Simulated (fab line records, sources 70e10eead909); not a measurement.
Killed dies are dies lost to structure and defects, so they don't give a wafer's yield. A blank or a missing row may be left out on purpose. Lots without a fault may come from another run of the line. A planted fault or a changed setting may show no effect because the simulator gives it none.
fab line records | flow nand_harc
record lots=11 wafers=33 last_day=33
route steps=1302 shown P_CONTACT@240 P_M0@261 END@1302
lots that met no fault: from a run of the same line without faults
start_h: hours from the record's first day to the start of the lot's first wafer shown | wait_h: hours since the lot's step before | " the same as in the row above | L1.1+2: a row that stands for several wafers | - no value, or no start given | * or withheld: withheld | < > ~ a bound
route shown NAME@n: a module of which the file shows steps, and the number in the route of the first | usual: mean/standard deviation of fault-free wafers | same: alike in all rows | chamber/n: place in a boat | sites: the reading at each site | _std_site: their standard deviation | _edge_site: outer sites' mean less inner sites' | radius_mm: how far each site lies from the wafer's centre | mask NAME#n: copy n | behind: the tool/chamber that last shaped the wafer | hold: why the lot was held/for how many hours/how that ended | device: the transistor (n, p or np) that didn't switch | end of line: the same wafers' tests at the end of the route | a step without rows: its recipe alone | killed: dies lost to structure and defects at the first sort, not the wafer's yield | map: a wafer's dies, x killed, . not, _ none there
set.NAME: the setting as run; set.NAME@STEP: as run at that earlier step | model.NAME: the simulator's own value behind a step, which no gauge read
steps of the route over a sample of lots; a table a step, a row a wafer
services: from which hour (start_h, from the record's first day; less than 0 if before it) a tool's chamber was out of use, for how many hours, and why
## steps
# step NHARC_P_CONTACT_ETCH_31
# recipe target_depth_a=300 time_s=85.7 ion_energy_ev=120 over_etch_frac=1 ch3f_flow_sccm=50 o2_flow_sccm=30 ar_flow_sccm=200 rf_w=500 bias_w=100 chemistry=CH3F/O2
# usual drypump_motor_current_A=5.8/0.44 mfc_ar_sccm=200.0/0.59 oes_product_au=0.974/0.015 rf_vpp_V=244.1/1.4 showerhead_plenum_p_Torr=2.43/0.087 throttle_valve_pct=20.664/0.0097
# columns lot.wafer tool chamber start_h wait_h drypump_motor_current_A mfc_ar_sccm oes_product_au rf_hours_counter_h rf_vpp_V showerhead_plenum_p_Torr throttle_valve_pct
L888.1 rie_diel-09 2 - - 6.6 199.9 0.986 4.2 243.6 2.41 20.650
L888.4 " 3 " " 6.1 199.5 0.975 3.8 243.6 2.43 20.652
L888.2 " 0 " " 5.9 200.4 0.991 4.5 243.5 2.51 20.659
L890.1 rie_diel-02 0 - - 5.3 199.5 0.965 5.3 243.7 2.30 20.662
L890.4 " 1 " " 5.9 199.8 0.983 5.2 246.1 2.51 20.670
L890.3 " 3 " " 4.8 199.3 0.973 5.4 242.6 2.40 20.659
L891.3 rie_diel-03 0 - - 5.6 200.0 0.967 1.6 243.6 2.37 20.671
L891.1 " 1 " " 5.7 200.2 0.973 1.2 242.4 2.34 20.658
L891.2 " 2 " " 6.1 200.2 0.967 1.8 246.1 2.55 20.660
L892.3 rie_diel-09 2 - - 6.6 200.5 0.991 0.8 244.8 2.41 20.662
L892.2 " 3 " " 6.0 200.8 0.950 0.9 244.9 2.43 20.669
L892.5 " 3 " " 6.0 200.9 0.959 - 244.2 2.43 20.656
L894.4 rie_diel-03 0 - - 5.6 199.9 0.987 3.1 244.0 2.37 20.671
L894.2 " 3 " " 6.0 199.4 0.994 2.8 245.7 2.59 20.674
L894.5 " 1 " " 5.7 200.1 0.990 - 243.1 2.34 20.633
L895.3 rie_diel-09 1 - - 5.9 199.9 0.985 1.2 244.5 2.44 20.667
L895.2 " 3 " " 6.0 199.7 0.980 1.6 243.5 2.43 20.668
L895.6 " 0 " " 5.8 200.6 0.984 - 244.1 2.51 20.645
L897.3 rie_diel-02 3 - - 4.8 198.9 0.988 1.1 244.0 2.40 20.644
L897.4 " 0 " " 5.3 199.9 0.998 1.2 242.1 2.30 20.657
L897.5 " 3 " " 4.8 199.2 0.992 - 243.9 2.40 20.662
L903.4 rie_diel-09 2 - - 6.6 200.0 0.996 3.1 244.7 2.41 20.673
L903.3 " 0 " " 5.9 201.0 0.993 3.5 245.9 2.51 20.666
L903.5 " 2 " " 6.6 200.3 0.995 - 243.8 2.41 20.674
L904.2 rie_diel-09 2 - - 6.7 200.1 0.969 3.7 243.1 2.41 20.658
L904.1 " 0 " " 5.9 199.3 0.971 3.9 245.0 2.51 20.666
L904.5 " 3 " " 6.0 199.3 0.958 - 244.1 2.42 20.663
L906.1 rie_diel-02 2 - - 5.4 199.7 0.957 5.9 244.1 2.33 20.669
L906.2 " 3 " " 4.8 199.9 0.985 5.5 243.7 2.40 20.668
L906.5 " 2 " " 5.4 199.7 0.942 - 243.2 2.33 20.676
L909.3 rie_diel-03 3 - - 6.1 199.9 0.978 1.8 246.8 2.59 20.666
L909.2 " 2 " " 6.1 199.4 0.970 2.0 243.8 2.55 20.664
L909.6 " 0 " " 5.6 199.9 0.955 - 243.0 2.37 20.663
# step NHARC_P_M0_PEB_07
# recipe peb_temp_c=100 peb_time_s=65
# usual exhaust_pa=45.1/0.98 heater_power_total_W=156.6/0.4 plate_temp_C=100.00/0.14
# columns lot.wafer tool chamber start_h wait_h exhaust_pa heater_power_total_W plate_temp_C
L888.1 litho_track-01 0 136.65 0.1 42.4 156.3 99.97
L888.2 " 0 " " 43.5 156.9 99.90
L888.4 " 0 " " 44.1 156.5 99.88
L890.1 litho_track-04 0 158.84 0.1 46.7 156.2 99.98
L890.3 " 0 " " 45.6 156.4 100.25
L890.4 " 0 " " 45.1 156.2 100.28
L891.1 litho_track-06 0 175.00 0.1 45.6 156.6 99.95
L891.2 " 0 " " 45.9 156.4 99.77
L891.3 " 0 " " 44.5 156.2 99.95
L892.2 litho_track-01 0 185.09 0.1 44.9 156.7 100.18
L892.3 " 0 " " 46.5 156.0 100.05
L892.5 " 0 " " 44.7 157.1 100.23
L894.2 litho_track-01 0 209.97 0.1 45.2 169.5 105.67
L894.4 " 0 " " 45.4 169.3 105.48
L894.5 " 0 " " 45.5 169.0 105.79
L895.2 litho_track-06 0 217.34 0.1 46.3 156.2 99.94
L895.3 " 0 " " 45.7 156.0 99.85
L895.6 " 0 " " 45.1 156.6 100.05
L897.3 litho_track-01 0 240.32 0.0 43.9 168.3 105.88
L897.4 " 0 " " 45.3 169.3 105.83
L897.5 " 0 " " 45.8 168.9 105.80
L903.3 litho_track-01 0 294.45 0.0 43.5 156.1 100.21
L903.4 " 0 " " 43.7 156.0 100.16
L903.5 " 0 " " 43.6 156.4 100.23
L904.1 litho_track-04 0 303.95 0.1 46.0 156.9 99.98
L904.2 " 0 " " 44.5 156.4 100.22
L904.5 " 0 " " 45.2 157.1 100.12
L906.1 litho_track-04 0 318.37 0.1 43.7 156.9 100.07
L906.2 " 0 " " 44.1 156.6 99.92
L906.5 " 0 " " 44.6 157.1 99.91
L909.2 litho_track-01 0 352.19 0.1 46.6 156.9 100.02
L909.3 " 0 " " 45.1 156.2 100.04
L909.6 " 0 " " 47.2 156.7 99.83
# step NHARC_P_M0_CD_MEAS_09
# recipe target_cd_nm=90 landing_energy_ev=500
# usual cd_nm=89.9/0.57
# same landing_energy_ev=500
# columns lot.wafer tool chamber start_h wait_h cd_nm
L888.1 cd_sem-03 0 136.73 - 90.5
L888.2 " 0 " " 91.1
L888.4 " 0 " " 90.3
L890.1 cd_sem-03 0 158.92 - 90.2
L890.3 " 0 " " 90.4
L890.4 " 0 " " 90.4
L891.1 cd_sem-01 0 175.08 - 89.7
L891.2 " 0 " " 90.6
L891.3 " 0 " " 90.3
L892.2 cd_sem-03 0 185.18 - 89.9
L892.3 " 0 " " 89.5
L892.5 " 0 " " 89.9
L894.2 cd_sem-02 0 210.06 - 107.6
L894.4 " 0 " " 108.8
L894.5 " 0 " " 107.9
L895.2 cd_sem-01 0 217.42 - 89.6
L895.3 " 0 " " 89.7
L895.6 " 0 " " 89.2
L897.3 cd_sem-03 0 240.41 - 104.4
L897.4 " 0 " " 104.9
L897.5 " 0 " " 105.6
L903.3 cd_sem-02 0 294.54 - 90.4
L903.4 " 0 " " 89.7
L903.5 " 0 " " 90.2
L904.1 cd_sem-02 0 304.03 - 90.5
L904.2 " 0 " " 89.4
L904.5 " 0 " " 90.6
L906.1 cd_sem-01 0 318.44 - 90.1
L906.2 " 0 " " 89.9
L906.5 " 0 " " 89.6
L909.2 cd_sem-02 0 352.27 - 90.2
L909.3 " 0 " " 90.3
L909.6 " 0 " " 90.2
# step NHARC_P_M0_DESCUM_14
# recipe time_s=3 o2_flow_sccm=200 ar_flow_sccm=0 bias_power_w=0 chemistry=O2
# usual drypump_motor_current_A=5.6/0.34 mfc_ar_sccm=0.005/0.011 oes_product_au=0.995/0.01 rf_vpp_V=57.8/0.8 showerhead_plenum_p_Torr=1.91/0.079 throttle_valve_pct=11.311/0.011
# columns lot.wafer tool chamber start_h wait_h drypump_motor_current_A mfc_ar_sccm oes_product_au rf_hours_counter_h rf_vpp_V showerhead_plenum_p_Torr throttle_valve_pct
L888.1 rie_diel-04 2 136.93 0.1 5.7 0 1.003 22 59.6 2.03 11.313
L888.4 " 3 " " 5.8 0 0.997 24 56.7 1.89 11.316
L888.2 " 1 " " 5.6 0 0.989 21 57.8 1.85 11.321
L890.4 rie_diel-04 2 159.12 0.1 5.7 0 1.004 24 59.5 2.03 11.330
L890.3 " 3 " " 5.8 0 1.001 26 56.5 1.89 11.323
L890.1 " 0 " " 5.1 0 1.011 25 57.5 1.87 11.310
L891.2 rie_diel-06 1 175.28 0.1 5.6 0 1.002 9 58.5 1.79 11.311
L891.1 " 2 " " 6.2 0.008 0.990 10 57.4 1.95 11.325
L891.3 " 3 " " 5.3 0.005 0.988 10 57.4 1.93 11.300
L892.2 rie_diel-06 3 185.36 0.1 5.3 0.005 0.999 13 56.2 1.93 11.310
L892.3 " 2 " " 6.2 0.008 0.991 13 58.5 1.95 11.326
L892.5 " 3 " " 5.3 0.005 1.006 - 58.6 1.93 11.309
L894.2 rie_diel-04 3 210.25 0.1 5.8 0 0.986 4 57.6 1.89 11.310
L894.4 " 0 " " 5.1 0 1.006 4 58.1 1.87 11.308
L894.5 " 3 " " 5.8 0 0.993 - 59.8 1.89 11.309
L895.2 rie_diel-04 0 217.60 0.1 5.1 0 0.999 6 57.9 1.87 11.316
L895.3 " 2 " " 5.7 0 1.002 6 56.7 2.03 11.321
L895.6 " 1 " " 5.6 0 0.996 - 58.0 1.85 11.318
L897.3 rie_diel-01 2 240.59 0.1 5.5 0 0.999 9 56.9 1.91 11.295
L897.4 " 1 " " 6.0 0.009 0.985 11 58.0 1.95 11.312
L897.5 " 2 " " 5.5 0 0.988 - 56.9 1.91 11.316
L903.4 rie_diel-01 2 294.73 0.1 5.5 0 0.972 20 58.4 1.90 11.309
L903.3 " 3 " " 6.1 0.002 1.000 25 58.9 2.05 11.291
L903.5 " 2 " " 5.5 0 0.982 - 57.8 1.90 11.315
L904.2 rie_diel-06 2 304.21 0.1 6.2 0.008 0.982 61 58.0 1.93 11.312
L904.1 " 3 " " 5.2 0.005 0.993 54 57.9 1.92 11.322
L904.5 " 1 " " 5.6 0 1.002 - 57.5 1.78 11.329
L906.2 rie_diel-06 2 318.63 0.1 6.3 0.008 0.986 0 57.0 1.93 11.318
L906.1 " 1 " " 5.6 0 0.991 0 57.8 1.78 11.317
L906.5 " 2 " " 6.3 0.008 0.986 - 59.0 1.93 11.304
L909.2 rie_diel-01 1 352.45 0.1 6.0 0.009 0.975 44 58.2 1.94 11.316
L909.3 " 2 " " 5.5 0 0.983 39 58.8 1.90 11.289
L909.6 " 2 " " 5.5 0 0.975 - 58.3 1.90 11.310
# step NHARC_P_M0_ETCH_15
# recipe target_depth_a=1500 overetch_a=150 time_s=82.5 c4f8_flow_sccm=withheld ar_flow_sccm=400 rf_w=600 bias_w=300 chemistry=C4F8/Ar
# usual oes_product_au=0.948/0.022 rf_vpp_V=441.0/2.7
# columns lot.wafer tool chamber start_h wait_h oes_product_au rf_hours_counter_h rf_vpp_V
L888.4 rie_diel-04 1 - - 0.936 21 439.7
L888.2 " 2 " " 0.940 22 444.5
L888.1 " 3 " " 0.932 25 441.0
L890.1 rie_diel-04 2 - - 0.951 24 444.1
L890.3 " 3 " " 0.949 26 440.7
L890.4 " 1 " " 0.932 23 439.0
L891.3 rie_diel-06 3 - - 0.956 10 442.6
L891.2 " 1 " " 0.955 9 437.5
L891.1 " 2 " " 0.973 10 441.9
L892.2 rie_diel-06 1 - - 0.978 14 436.8
L892.3 " 2 " " 0.970 13 441.9
L892.5 " 0 " " 0.971 - 439.1
L894.4 rie_diel-04 3 - - 0.954 4 439.9
L894.2 " 1 " " 0.982 4 438.5
L894.5 " 3 " " 0.963 - 440.3
L895.2 rie_diel-04 2 - - 0.981 6 442.4
L895.3 " 3 " " 0.956 6 439.3
L895.6 " 2 " " 0.974 - 443.4
L897.4 rie_diel-01 3 - - 0.967 9 444.0
L897.3 " 0 " " 0.976 11 445.4
L897.5 " 2 " " 0.952 - 438.6
L903.4 rie_diel-01 3 - - 0.975 25 445.1
L903.3 " 0 " " 0.968 28 444.5
L903.5 " 0 " " 0.974 - 443.0
L904.2 rie_diel-06 2 - - 0.925 61 440.8
L904.1 " 1 " " 0.917 56 436.8
L904.5 " 1 " " 0.917 - 437.1
L906.1 rie_diel-06 0 - - 0.968 0 440.0
L906.2 " 2 " " 0.964 0 441.5
L906.5 " 0 " " 0.973 - 438.1
L909.3 rie_diel-01 0 - - 0.922 45 445.9
L909.2 " 1 " " 0.902 45 441.2
L909.6 " 0 " " 0.923 - 446.2
# step NHARC_END_SORT_01
# recipe temp_c=25
# usual defect_limited_yield=91.1/2.9 killed_at_array=55/19 killed_at_other=0.8/1.1 killed_at_periphery=4.0/2.6 killed_dies=60/20 killed_open=3.4/1.7 killed_short=2.6/1.5
# same gross_dies=677
# columns lot.wafer tool chamber start_h wait_h defect_limited_yield[%] killed_at_array killed_at_other killed_at_periphery killed_dies killed_open killed_short
L894.5 prober-01 0 656.06 3.7 96.2 22 0 4 26 3 3
# killed by level:class
L894.5 A_CHANNEL_HOLE_D1:chamber_film_flake=4 A_CHANNEL_HOLE_D2:chamber_film_flake=4 A_SLIT:chamber_film_flake=4 A_WL_FILL:geometric_particle:short=2 A_CONTACT:chamber_film_flake=2 P_GATE:geometric_particle:open=1 P_M0:geometric_particle:open=1 A_CHANNEL_FILL_D1:geometric_particle:short=1
## services
# columns tool chamber start_h hours kind
rie_diel-01 0 112.59 12.4 repair
rie_diel-04 - 121.89 0.8 repair
rie_diel-02 3 129.40 6.4 repair
rie_diel-06 - 130.24 9.0 pm
rie_diel-09 - 143.10 9.0 pm
rie_diel-03 1 145.67 15.5 repair
litho_track-01 - 155.00 7.0 pm
rie_diel-04 - 177.96 9.0 pm
rie_diel-01 - 203.82 9.0 pm
rie_diel-09 - 211.34 0.3 repair
rie_diel-04 0 219.79 1.2 repair
rie_diel-04 2 232.33 4.7 repair
rie_diel-09 3 259.75 8.4 repair
rie_diel-04 0 260.79 2.2 repair
rie_diel-01 2 266.83 4.5 repair
rie_diel-06 - 269.11 0.7 repair
rie_diel-09 2 273.88 4.7 repair
rie_diel-06 0 303.66 2.0 repair
rie_diel-06 - 307.24 9.0 pm
rie_diel-09 - 320.10 9.0 pm
rie_diel-06 0 323.84 9.0 repair
rie_diel-04 2 327.14 14.9 repair
litho_track-01 - 330.00 7.0 pm
rie_diel-04 1 351.18 2.3 repair
## key
first_sign step=NHARC_P_M0_PEB_07 reading=plate_temp_C direction=up sigmas=41 usual=* struck=*
effect step=NHARC_P_M0_PEB_07 reading=heater_power_total_W direction=up sigmas=31 usual=* struck=*
effect step=NHARC_P_M0_CD_MEAS_09 reading=cd_nm direction=up sigmas=29 usual=89.9 struck=106.5 through=control_loop
met_at NHARC_P_M0_PEB_07
struck_lots L894,L897
loop_trim step=NHARC_P_M0_EXPOSE_06 setting=dose lots=L897
not_acting_at NHARC_P_CONTACT_ETCH_31,NHARC_P_M0_DESCUM_14,NHARC_P_M0_ETCH_15
onset_between 185.09 209.97
fault kind=process_parameter_drift tool=litho_track-01 chamber=- onset_h=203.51 steps=NHARC_P_M0_PEB_07 channel=peb_temp_c offset=* shape=step end_h=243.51 acts_in=* stated=*
# loop_trim: a control loop set the setting to another value than it would have without faults
